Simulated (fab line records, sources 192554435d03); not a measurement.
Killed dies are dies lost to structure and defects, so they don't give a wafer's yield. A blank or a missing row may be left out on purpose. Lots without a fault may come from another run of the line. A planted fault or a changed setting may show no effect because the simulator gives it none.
fab line records | flow n5_finfet
record lots=24 wafers=72 last_day=17
route steps=1938 shown BEOL_M2@866
lots that met no fault: from a run of the same line without faults
start_h: hours from the record's first day to the start of the lot's first wafer shown | wait_h: hours since the lot's step before | " the same as in the row above | L1.1+2: a row that stands for several wafers | - no value, or no start given | * or withheld: withheld | < > ~ a bound
route shown NAME@n: a module of which the file shows steps, and the number in the route of the first | usual: mean/standard deviation of fault-free wafers | same: alike in all rows | chamber/n: place in a boat | sites: the reading at each site | _std_site: their standard deviation | _edge_site: outer sites' mean less inner sites' | radius_mm: how far each site lies from the wafer's centre | mask NAME#n: copy n | behind: the tool/chamber that last shaped the wafer | hold: why the lot was held/for how many hours/how that ended | device: the transistor (n, p or np) that didn't switch | end of line: the same wafers' tests at the end of the route | a step without rows: its recipe alone | killed: dies lost to structure and defects at the first sort, not the wafer's yield | map: a wafer's dies, x killed, . not, _ none there
set.NAME: the setting as run; set.NAME@STEP: as run at that earlier step | model.NAME: the simulator's own value behind a step, which no gauge read
steps of the route over a sample of lots; a table a step, a row a wafer
services: from which hour (start_h, from the record's first day; less than 0 if before it) a tool's chamber was out of use, for how many hours, and why
## steps
# step N5_BEOL_M2_CD_MEAS_18
# recipe pitch_nm=36 target_cd_nm=18
# usual cd_nm=18.1/0.42
# columns lot.wafer tool chamber start_h wait_h cd_nm
L076.3 cd_sem-01 - 140.42 0.1 17.1
L076.5 " - " " 17.7
L076.6 " - " " 17.3
L074.2 cd_sem-03 - 145.37 0.1 18.1
L074.4 " - " " 18.7
L074.5 " - " " 18.1
L075.1 cd_sem-02 - 145.48 0.0 18.5
L075.2 " - " " 18.2
L075.5 " - " " 18.1
L077.2 cd_sem-03 - 153.50 0.1 17.2
L077.3 " - " " 18.1
L077.4 " - " " 17.3
L078.2 cd_sem-03 - 159.45 0.1 17.7
L078.3 " - " " 18.2
L078.4 " - " " 18.4
L079.2 cd_sem-01 - 159.99 0.1 18.5
L079.3 " - " " 17.9
L079.6 " - " " 17.6
L080.3 cd_sem-01 - 171.65 0.1 17.6
L080.4 " - " " 17.8
L080.6 " - " " 17.5
L081.3 cd_sem-03 - 177.65 0.1 18.4
L081.4 " - " " 17.7
L081.6 " - " " 18.4
L082.1 cd_sem-02 - 179.47 0.0 18.2
L082.2 " - " " 17.9
L082.3 " - " " 18.0
L083.2 cd_sem-03 - 184.09 0.1 18.0
L083.5 " - " " 17.7
L083.6 " - " " 18.5
L084.2 cd_sem-03 - 192.16 0.1 18.1
L084.3 " - " " 17.9
L084.4 " - " " 18.1
L085.1 cd_sem-01 - 203.73 0.0 17.3
L085.4 " - " " 18.5
L085.5 " - " " 18.4
L086.1 cd_sem-01 - 211.84 0.0 17.9
L086.2 " - " " 17.7
L086.6 " - " " 18.4
L088.2 cd_sem-02 - 219.30 0.1 18.4
L088.5 " - " " 17.8
L088.6 " - " " 18.0
L087.1 cd_sem-02 - 223.52 0.0 18.4
L087.2 " - " " 18.8
L087.4 " - " " 18.0
L089.1 cd_sem-03 - 233.22 0.1 18.7
L089.4 " - " " 18.1
L089.6 " - " " 19.0
L090.1 cd_sem-02 - 240.02 0.0 18.5
L090.3 " - " " 17.6
L090.5 " - " " 17.9
L091.2 cd_sem-01 - 240.38 0.1 18.1
L091.4 " - " " 18.1
L091.6 " - " " 17.9
L092.2 cd_sem-01 - 249.67 0.1 18.5
L092.4 " - " " 17.9
L092.6 " - " " 17.9
L094.1 cd_sem-03 - 250.23 0.0 17.3
L094.5 " - " " 18.5
L094.6 " - " " 18.4
L093.2 cd_sem-02 - 252.50 0.1 17.7
L093.3 " - " " 17.9
L093.5 " - " " 17.7
L095.1 cd_sem-02 - 255.88 0.0 18.0
L095.2 " - " " 18.0
L095.5 " - " " 18.5
L096.2 cd_sem-02 - 265.98 0.1 18.4
L096.4 " - " " 18.5
L096.6 " - " " 18.4
L097.3 cd_sem-02 - 275.04 0.1 17.6
L097.5 " - " " 17.7
L097.6 " - " " 18.3
# step N5_BEOL_M2_INSPECT_30
# recipe mode=adi inspect_instrument=brightfield
# usual raw_defect_count=422/110
# columns lot.wafer tool chamber start_h wait_h raw_defect_count
L076.3 defect_inspect-02 - 140.84 0.0 308
L076.5 " - " " 409
L076.6 " - " " 323
L074.2 defect_inspect-01 - 145.90 0.0 388
L074.4 " - " " 368
L074.5 " - " " 372
L075.1 defect_inspect-01 - 145.96 0.1 390
L075.2 " - " " 409
L075.5 " - " " 438
L077.2 defect_inspect-02 - 153.91 0.0 485
L077.3 " - " " 422
L077.4 " - " " 330
L078.2 defect_inspect-01 - 159.99 0.0 247
L078.3 " - " " 226
L078.4 " - " " 263
L079.2 defect_inspect-02 - 160.40 0.0 406
L079.3 " - " " 349
L079.6 " - " " 449
L080.3 defect_inspect-01 - 172.05 0.0 292
L080.4 " - " " 302
L080.6 " - " " 277
L081.3 defect_inspect-02 - 178.07 0.1 402
L081.4 " - " " 495
L081.6 " - " " 403
L082.1 defect_inspect-01 - 179.89 0.1 419
L082.2 " - " " 450
L082.3 " - " " 547
L083.2 defect_inspect-01 - 184.62 0.0 493
L083.5 " - " " 647
L083.6 " - " " 529
L084.2 defect_inspect-02 - 192.69 0.0 341
L084.3 " - " " 276
L084.4 " - " " 351
L085.1 defect_inspect-01 - 204.13 0.1 551
L085.4 " - " " 584
L085.5 " - " " 464
L086.1 defect_inspect-02 - 212.25 0.1 407
L086.2 " - " " 435
L086.6 " - " " 639
L088.2 defect_inspect-01 - 219.84 0.1 589
L088.5 " - " " 406
L088.6 " - " " 415
L087.1 defect_inspect-01 - 223.92 0.1 389
L087.2 " - " " 498
L087.4 " - " " 346
L089.1 defect_inspect-02 - 233.75 0.1 457
L089.4 " - " " 414
L089.6 " - " " 522
L090.1 defect_inspect-02 - 240.42 0.1 366
L090.3 " - " " 365
L090.5 " - " " 352
L091.2 defect_inspect-02 - 240.79 0.0 558
L091.4 " - " " 720
L091.6 " - " " 399
L092.2 defect_inspect-02 - 250.08 0.0 350
L092.4 " - " " 319
L092.6 " - " " 455
L094.1 defect_inspect-01 - 250.63 0.1 518
L094.5 " - " " 475
L094.6 " - " " 530
L093.2 defect_inspect-02 - 252.91 0.0 276
L093.3 " - " " 555
L093.5 " - " " 343
L095.1 defect_inspect-01 - 256.29 0.1 683
L095.2 " - " " 533
L095.5 " - " " 653
L096.2 defect_inspect-01 - 266.51 0.0 415
L096.4 " - " " 418
L096.6 " - " " 442
L097.3 defect_inspect-01 - 275.45 0.0 293
L097.5 " - " " 434
L097.6 " - " " 375
# step N5_BEOL_M2_TRENCH_ETCH_37
# recipe chemistry=C4F6/O2 target_depth_a=555.55 target=SiOC time_s=29.2 ion_energy_ev=250 pressure_mtorr=30 source_w=355 bias_w=185 Ar_flow_sccm=300 C4F6_flow_sccm=10 O2_flow_sccm=10
# usual drypump_motor_current_A=5.5/0.36 oes_f_703_au=0.77/0.085 oes_product_au=0.79/0.09 rf_fwd_power_W=350.5/1.6 rf_vpp_V=678/26 showerhead_plenum_p_Torr=2.85/0.11 throttle_valve_pct=20.89/0.24
# columns lot.wafer tool chamber start_h wait_h drypump_motor_current_A oes_f_703_au oes_product_au rf_fwd_power_W rf_hours_counter_h rf_vpp_V showerhead_plenum_p_Torr throttle_valve_pct
L076.3 rie_diel-05 0 - - 4.9 0.71 0.72 349.5 185 650 2.70 20.86
L076.5 " 0 " " 4.8 0.72 0.72 349.5 - 649 2.70 20.87
L076.6 " 3 " " 5.0 0.74 0.72 352.5 - 652 2.91 20.75
L074.2 rie_diel-04 2 - - 5.7 0.67 0.70 353.3 221 705 2.95 21.32
L074.4 " 0 " " 6.0 0.65 0.67 347.4 250 683 2.95 21.09
L074.5 " 1 " " 5.6 0.66 0.69 350.1 - 655 2.73 21.07
L075.1 rie_diel-04 2 - - 5.7 0.66 0.69 353.9 222 705 2.95 21.33
L075.2 " 1 " " 5.6 0.67 0.69 353.0 227 655 2.73 21.06
L075.5 " 1 " " 5.6 0.66 0.69 351.6 - 656 2.73 21.06
L077.2 rie_diel-05 3 - - 5.0 0.73 0.72 351.8 214 652 2.91 20.76
L077.3 " 1 " " 5.6 0.75 0.80 351.3 66 666 2.78 20.69
L077.4 " 0 " " 4.9 0.71 0.72 348.7 188 650 2.70 20.86
L078.2 rie_diel-04 0 - - 6.0 0.92 0.97 349.1 1 683 2.95 20.77
L078.3 " 2 " " 5.7 0.65 0.70 349.8 229 705 2.95 21.33
L078.4 " 2 " " 5.6 0.66 0.70 352.2 - 706 2.95 21.34
L079.2 rie_diel-01 1 - - 5.2 0.73 0.75 350.1 146 656 2.84 20.91
L079.3 " 0 " " 6.0 0.84 0.93 351.7 33 718 2.78 20.60
L079.6 " 2 " " 5.4 0.86 0.86 351.9 - 703 2.89 20.76
L080.3 rie_diel-01 1 - - 5.2 0.72 0.76 349.5 150 656 2.84 20.93
L080.4 " 2 " " 5.4 0.86 0.86 351.6 69 703 2.89 20.75
L080.6 " 2 " " 5.4 0.85 0.86 351.6 - 702 2.89 20.79
L081.3 rie_diel-01 1 - - 5.2 0.72 0.74 349.3 154 656 2.83 20.93
L081.4 " 3 " " 5.9 0.68 0.70 348.4 208 714 2.93 20.97
L081.6 " 3 " " 5.9 0.68 0.70 348.4 - 715 2.93 20.95
L082.1 rie_diel-04 2 - - 5.7 0.66 0.70 352.6 242 707 2.94 21.35
L082.2 " 0 " " 6.0 0.87 0.92 349.5 13 684 2.95 20.81
L082.3 " 1 " " 5.6 0.65 0.68 352.6 246 653 2.72 21.09
L083.2 rie_diel-01 1 - - 5.2 0.71 0.74 349.4 156 654 2.83 20.92
L083.5 " 0 " " 6.0 0.83 0.87 351.4 - 719 2.78 20.62
L083.6 " 1 " " 5.2 0.72 0.74 348.4 - 656 2.83 20.96
L084.2 rie_diel-01 2 - - 5.4 0.85 0.85 351.5 75 703 2.88 20.78
L084.3 " 1 " " 5.2 0.72 0.74 349.4 156 654 2.83 20.93
L084.4 " 0 " " 6.0 0.82 0.90 353.6 43 720 2.78 20.61
L085.1 rie_diel-04 0 - - 6.0 0.85 0.90 348.9 18 682 2.94 20.80
L085.4 " 3 " " 5.1 0.97 0.94 350.9 - 652 2.91 20.27
L085.5 " 2 " " 5.7 0.64 0.68 351.7 - 706 2.94 21.35
L086.1 rie_diel-05 2 - - 5.7 0.79 0.78 351.4 157 655 2.62 21.30
L086.2 " 3 " " 5.0 0.73 0.70 351.4 230 653 2.90 20.78
L086.6 " 2 " " 5.7 0.80 0.77 352.4 - 655 2.62 21.29
L088.2 rie_diel-05 2 - - 5.7 0.80 0.76 351.7 158 656 2.62 21.28
L088.5 " 3 " " 5.0 0.72 0.69 350.6 - 653 2.90 20.81
L088.6 " 0 " " 4.8 0.70 0.69 348.1 - 650 2.69 20.92
L087.1 rie_diel-01 2 - - 5.4 0.84 0.82 350.3 89 700 2.88 20.80
L087.2 " 0 " " 6.0 0.80 0.87 351.5 57 719 2.77 20.64
L087.4 " 3 " " 6.0 0.68 0.69 349.0 216 714 2.93 20.96
L089.1 rie_diel-04 2 - - 5.7 0.90 0.94 352.1 1 704 2.94 21.08
L089.4 " 1 " " 5.6 0.91 0.97 349.6 11 666 3.05 20.80
L089.6 " 2 " " 5.7 0.90 0.95 352.2 - 705 2.94 21.09
L090.1 rie_diel-05 0 - - 4.8 0.69 0.69 348.1 216 649 2.68 20.92
L090.3 " 1 " " 5.6 0.73 0.77 349.5 92 666 2.77 20.70
L090.5 " 2 " " 5.7 0.79 0.76 350.7 - 654 2.62 21.30
L091.2 rie_diel-05 2 - - 5.7 0.79 0.77 352.1 164 655 2.62 21.28
L091.4 " 1 " " 5.6 0.73 0.77 348.6 92 664 2.77 20.71
L091.6 " 3 " " 5.0 0.72 0.70 351.0 - 652 2.89 20.83
L092.2 rie_diel-04 2 - - 5.7 0.87 0.92 353.7 10 705 2.93 21.11
L092.4 " 0 " " 6.0 0.82 0.86 348.2 40 684 2.93 20.83
L092.6 " 2 " " 5.7 0.87 0.91 351.7 - 705 2.93 21.11
L094.1 rie_diel-01 1 - - 5.2 0.69 0.72 348.4 181 655 2.82 20.98
L094.5 " 1 " " 5.2 0.70 0.72 348.8 - 654 2.82 20.95
L094.6 " 2 " " 5.4 0.82 0.82 352.6 - 702 2.87 20.81
L093.2 rie_diel-05 1 - - 5.6 0.72 0.75 350.6 98 666 2.77 20.74
L093.3 " 2 " " 5.7 0.79 0.75 350.2 170 653 2.62 21.31
L093.5 " 3 " " 5.0 0.72 0.68 351.1 - 652 2.89 20.82
L095.1 rie_diel-04 2 - - 5.7 0.84 0.91 354.4 16 705 2.93 21.12
L095.2 " 0 " " 6.0 0.81 0.85 349.7 46 685 2.93 20.83
L095.5 " 1 " " 5.6 0.87 0.91 351.2 - 665 3.05 20.81
L096.2 rie_diel-04 2 - - 5.7 0.85 0.90 352.2 19 705 2.93 21.13
L096.4 " 0 " " 6.0 0.81 0.84 348.5 48 682 2.93 20.82
L096.6 " 3 " " 5.0 0.91 0.87 350.8 - 653 2.89 20.33
L097.3 rie_diel-01 0 - - 6.0 0.79 0.85 353.2 69 720 2.76 20.65
L097.5 " 1 " " 5.2 0.70 0.71 350.1 - 654 2.82 20.98
L097.6 " 0 " " 6.0 0.79 0.85 351.7 - 719 2.77 20.66
# step N5_BEOL_M2_SPUTTER_48
# recipe material=Cu target_thk_a=45 temp_c=-20 chamber_pressure_pa=0.07 power_w=withheld time_s=8.29
# usual chuck_gas_flow_sccm=1.27/0.048 throttle_valve_pct=29.9/1
# columns lot.wafer tool chamber start_h wait_h chuck_gas_flow_sccm throttle_valve_pct
L076.3 pvd_sputter-02 - 146.46 0.1 1.24 27.8
L076.5 " - " " 1.29 29.5
L076.6 " - " " 1.34 31.0
L074.2 pvd_sputter-01 - 148.20 0.2 1.26 31.6
L074.4 " - " " 1.27 29.4
L074.5 " - " " 1.21 30.9
L075.1 pvd_sputter-01 - 150.04 1.1 1.24 31.7
L075.2 " - " " 1.21 30.8
L075.5 " - " " 1.30 31.1
L077.2 pvd_sputter-02 - 160.33 0.1 1.36 29.4
L077.3 " - " " 1.34 31.1
L077.4 " - " " 1.20 29.3
L078.2 pvd_sputter-01 - 164.10 0.4 1.17 31.1
L078.3 " - " " 1.29 31.6
L078.4 " - " " 1.29 30.0
L079.2 pvd_sputter-01 - 167.60 0.4 1.30 29.0
L079.3 " - " " 1.20 29.8
L079.6 " - " " 1.18 31.4
L080.3 pvd_sputter-01 - 180.79 0.1 1.27 31.0
L080.4 " - " " 1.29 31.7
L080.6 " - " " 1.27 30.9
L081.3 pvd_sputter-02 - 188.52 0.2 1.23 29.8
L081.4 " - " " 1.30 29.5
L081.6 " - " " 1.34 30.7
L082.1 pvd_sputter-03 - 190.16 0.5 1.26 29.9
L082.2 " - " " 1.17 30.2
L082.3 " - " " 1.29 29.9
L083.2 pvd_sputter-01 - 194.04 0.1 1.23 29.7
L083.5 " - " " 1.30 29.8
L083.6 " - " " 1.30 30.9
L084.2 pvd_sputter-03 - 195.30 0.2 1.24 30.2
L084.3 " - " " 1.31 29.7
L084.4 " - " " 1.22 28.6
L085.1 pvd_sputter-03 - 208.31 2.1 1.24 30.3
L085.4 " - " " 1.24 29.5
L085.5 " - " " 1.26 30.0
L086.1 pvd_sputter-02 - 214.98 0.7 1.32 31.0
L086.2 " - " " 1.20 29.5
L086.6 " - " " 1.30 27.6
L088.2 pvd_sputter-01 - 223.06 0.2 1.32 29.1
L088.5 " - " " 1.22 29.2
L088.6 " - " " 1.29 29.8
L087.1 pvd_sputter-02 - 227.83 0.2 1.24 29.6
L087.2 " - " " 1.26 28.0
L087.4 " - " " 1.35 30.9
L089.1 pvd_sputter-02 - 237.03 0.4 1.23 29.4
L089.4 " - " " 1.26 31.0
L089.6 " - " " 1.22 29.7
L090.1 pvd_sputter-03 - 242.16 0.2 1.21 29.8
L090.3 " - " " 1.25 30.4
L090.5 " - " " 1.28 28.7
L091.2 pvd_sputter-02 - 243.79 0.1 1.20 29.6
L091.4 " - " " 1.25 28.0
L091.6 " - " " 1.33 31.0
L092.2 pvd_sputter-01 - 257.12 0.2 1.26 31.5
L092.4 " - " " 1.27 31.0
L092.6 " - " " 1.35 30.8
L093.2 pvd_sputter-03 - 257.25 0.1 1.25 28.8
L093.3 " - " " 1.21 29.4
L093.5 " - " " 1.25 30.1
L094.1 pvd_sputter-02 - 257.92 0.7 1.31 29.8
L094.5 " - " " 1.34 31.3
L094.6 " - " " 1.25 29.7
L095.1 pvd_sputter-02 - 271.23 0.4 1.24 31.1
L095.2 " - " " 1.22 29.4
L095.5 " - " " 1.28 29.6
L096.2 pvd_sputter-01 - 276.54 0.1 1.27 29.5
L096.4 " - " " 1.20 31.7
L096.6 " - " " 1.33 29.6
L097.3 pvd_sputter-01 - 279.90 0.1 1.17 30.8
L097.5 " - " " 1.33 29.9
L097.6 " - " " 1.28 31.0
# step N5_BEOL_M2_SPUTTER_88
# recipe material=Cu target_thk_a=45 temp_c=-20 chamber_pressure_pa=0.07 power_w=withheld time_s=8.29
# usual chuck_gas_flow_sccm=1.26/0.054 throttle_valve_pct=29.9/1
# columns lot.wafer tool chamber start_h wait_h chuck_gas_flow_sccm throttle_valve_pct
L076.3 pvd_sputter-02 - 147.34 0.1 1.31 27.8
L076.5 " - " " 1.28 29.4
L076.6 " - " " 1.23 31.1
L074.2 pvd_sputter-01 - 149.08 0.1 1.24 31.5
L074.4 " - " " 1.28 29.1
L074.5 " - " " 1.27 30.9
L075.1 pvd_sputter-01 - 150.92 0.1 1.25 31.6
L075.2 " - " " 1.22 31.1
L075.5 " - " " 1.18 30.9
L077.2 pvd_sputter-02 - 161.21 0.1 1.27 29.6
L077.3 " - " " 1.31 31.1
L077.4 " - " " 1.27 29.6
L078.2 pvd_sputter-01 - 164.98 0.1 1.32 31.1
L078.3 " - " " 1.28 31.7
L078.4 " - " " 1.32 29.7
L079.2 pvd_sputter-01 - 168.48 0.1 1.24 29.3
L079.3 " - " " 1.27 29.9
L079.6 " - " " 1.28 31.5
L080.3 pvd_sputter-01 - 181.67 0.1 1.29 31.1
L080.4 " - " " 1.32 31.8
L080.6 " - " " 1.26 30.9
L081.3 pvd_sputter-02 - 189.40 0.1 1.18 29.5
L081.4 " - " " 1.16 29.3
L081.6 " - " " 1.34 31.0
L082.1 pvd_sputter-03 - 191.04 0.1 1.22 29.8
L082.2 " - " " 1.22 30.0
L082.3 " - " " 1.27 30.0
L083.2 pvd_sputter-01 - 194.92 0.1 1.35 29.7
L083.5 " - " " 1.26 29.9
L083.6 " - " " 1.27 31.1
L084.2 pvd_sputter-03 - 196.18 0.1 1.25 30.2
L084.3 " - " " 1.25 29.8
L084.4 " - " " 1.31 28.9
L085.1 pvd_sputter-03 - 209.19 0.1 1.26 30.3
L085.4 " - " " 1.23 29.5
L085.5 " - " " 1.24 30.1
L086.1 pvd_sputter-02 - 215.86 0.1 1.33 31.4
L086.2 " - " " 1.30 29.6
L086.6 " - " " 1.35 27.5
L088.2 pvd_sputter-01 - 223.94 0.1 1.28 29.1
L088.5 " - " " 1.24 29.4
L088.6 " - " " 1.27 29.9
L087.1 pvd_sputter-02 - 228.71 0.1 1.26 29.3
L087.2 " - " " 1.26 27.9
L087.4 " - " " 1.22 31.4
L089.1 pvd_sputter-02 - 237.91 0.1 1.28 29.5
L089.4 " - " " 1.30 30.7
L089.6 " - " " 1.19 29.7
L090.1 pvd_sputter-03 - 243.04 0.1 1.19 29.3
L090.3 " - " " 1.31 30.0
L090.5 " - " " 1.28 28.6
L091.2 pvd_sputter-02 - 244.67 0.1 1.16 29.6
L091.4 " - " " 1.32 27.5
L091.6 " - " " 1.20 31.0
L092.2 pvd_sputter-01 - 258.00 0.1 1.22 31.7
L092.4 " - " " 1.28 31.1
L092.6 " - " " 1.22 31.0
L093.2 pvd_sputter-03 - 258.13 0.1 1.25 28.6
L093.3 " - " " 1.19 29.5
L093.5 " - " " 1.20 30.3
L094.1 pvd_sputter-02 - 258.91 0.1 1.34 29.7
L094.5 " - " " 1.24 31.0
L094.6 " - " " 1.22 29.9
L095.1 pvd_sputter-02 - 272.11 0.1 1.18 31.2
L095.2 " - " " 1.20 29.6
L095.5 " - " " 1.23 29.8
L096.2 pvd_sputter-01 - 277.42 0.1 1.31 29.3
L096.4 " - " " 1.34 31.6
L096.6 " - " " 1.32 30.0
L097.3 pvd_sputter-01 - 280.78 0.1 1.28 31.1
L097.5 " - " " 1.37 29.7
L097.6 " - " " 1.26 30.9
# step N5_BEOL_M2_ANNEAL_93
# recipe temp_c=400 time_s=240 ambient=vacuum
# usual heater_power_w=820/56
# columns lot.wafer tool chamber start_h wait_h heater_power_w
L076.3 pvd_sputter-02 - 147.86 0.0 907
L076.5 " - " " 880
L076.6 " - " " 770
L074.2 pvd_sputter-01 - 149.60 0.0 811
L074.4 " - " " 827
L074.5 " - " " 902
L075.1 pvd_sputter-01 - 151.44 0.0 780
L075.2 " - " " 879
L075.5 " - " " 871
L077.2 pvd_sputter-02 - 161.73 0.0 780
L077.3 " - " " 739
L077.4 " - " " 872
L078.2 pvd_sputter-01 - 165.50 0.0 882
L078.3 " - " " 797
L078.4 " - " " 839
L079.2 pvd_sputter-01 - 169.00 0.0 844
L079.3 " - " " 807
L079.6 " - " " 803
L080.3 pvd_sputter-01 - 182.19 0.0 874
L080.4 " - " " 808
L080.6 " - " " 882
L081.3 pvd_sputter-02 - 189.92 0.0 742
L081.4 " - " " 844
L081.6 " - " " 744
L082.1 pvd_sputter-03 - 191.56 0.0 828
L082.2 " - " " 724
L082.3 " - " " 779
L083.2 pvd_sputter-01 - 195.44 0.0 806
L083.5 " - " " 806
L083.6 " - " " 882
L084.2 pvd_sputter-03 - 196.70 0.0 724
L084.3 " - " " 785
L084.4 " - " " 773
L085.1 pvd_sputter-03 - 209.71 0.0 735
L085.4 " - " " 801
L085.5 " - " " 732
L086.1 pvd_sputter-02 - 216.38 0.0 764
L086.2 " - " " 835
L086.6 " - " " 936
L088.2 pvd_sputter-01 - 224.46 0.0 822
L088.5 " - " " 852
L088.6 " - " " 809
L087.1 pvd_sputter-02 - 229.23 0.0 882
L087.2 " - " " 921
L087.4 " - " " 747
L089.1 pvd_sputter-02 - 238.43 0.0 770
L089.4 " - " " 744
L089.6 " - " " 880
L090.1 pvd_sputter-03 - 243.56 0.0 813
L090.3 " - " " 779
L090.5 " - " " 773
L091.2 pvd_sputter-02 - 245.19 0.0 862
L091.4 " - " " 949
L091.6 " - " " 784
L092.2 pvd_sputter-01 - 258.52 0.0 811
L092.4 " - " " 866
L092.6 " - " " 881
L093.2 pvd_sputter-03 - 258.65 0.0 787
L093.3 " - " " 806
L093.5 " - " " 713
L094.1 pvd_sputter-02 - 259.49 0.0 754
L094.5 " - " " 775
L094.6 " - " " 765
L095.1 pvd_sputter-02 - 272.63 0.0 760
L095.2 " - " " 785
L095.5 " - " " 858
L096.2 pvd_sputter-01 - 277.94 0.0 849
L096.4 " - " " 805
L096.6 " - " " 810
L097.3 pvd_sputter-01 - 281.30 0.0 873
L097.5 " - " " 819
L097.6 " - " " 861
## services
# columns tool chamber start_h hours kind
rie_diel-04 0 146.67 - clean
rie_diel-04 0 146.67 - consumable_replace:focus_ring
rie_diel-04 0 146.67 13.9 scheduled_down
rie_diel-04 0 146.67 13.9 vent_cycle
rie_diel-05 0 148.21 4.6 repair
rie_diel-04 3 160.57 - clean
rie_diel-04 3 160.57 - consumable_replace:focus_ring
rie_diel-04 3 160.57 28.2 scheduled_down
rie_diel-04 3 160.57 28.2 vent_cycle
rie_diel-01 3 195.47 16.5 repair
rie_diel-04 1 196.86 - clean
rie_diel-04 1 196.86 - consumable_replace:focus_ring
rie_diel-04 1 196.86 - consumable_replace:showerhead
rie_diel-04 1 196.86 14.6 scheduled_down
rie_diel-04 1 196.86 14.6 vent_cycle
rie_diel-04 0 199.60 4.3 repair
rie_diel-04 2 211.62 - clean
rie_diel-04 2 211.62 - consumable_replace:focus_ring
rie_diel-04 2 211.62 19.5 scheduled_down
rie_diel-04 2 211.62 19.5 vent_cycle
rie_diel-05 0 245.48 11.8 repair
rie_diel-01 - 259.93 15.6 pm
rie_diel-05 3 266.21 - clean
rie_diel-05 3 266.21 - consumable_replace:focus_ring
## key
fault none
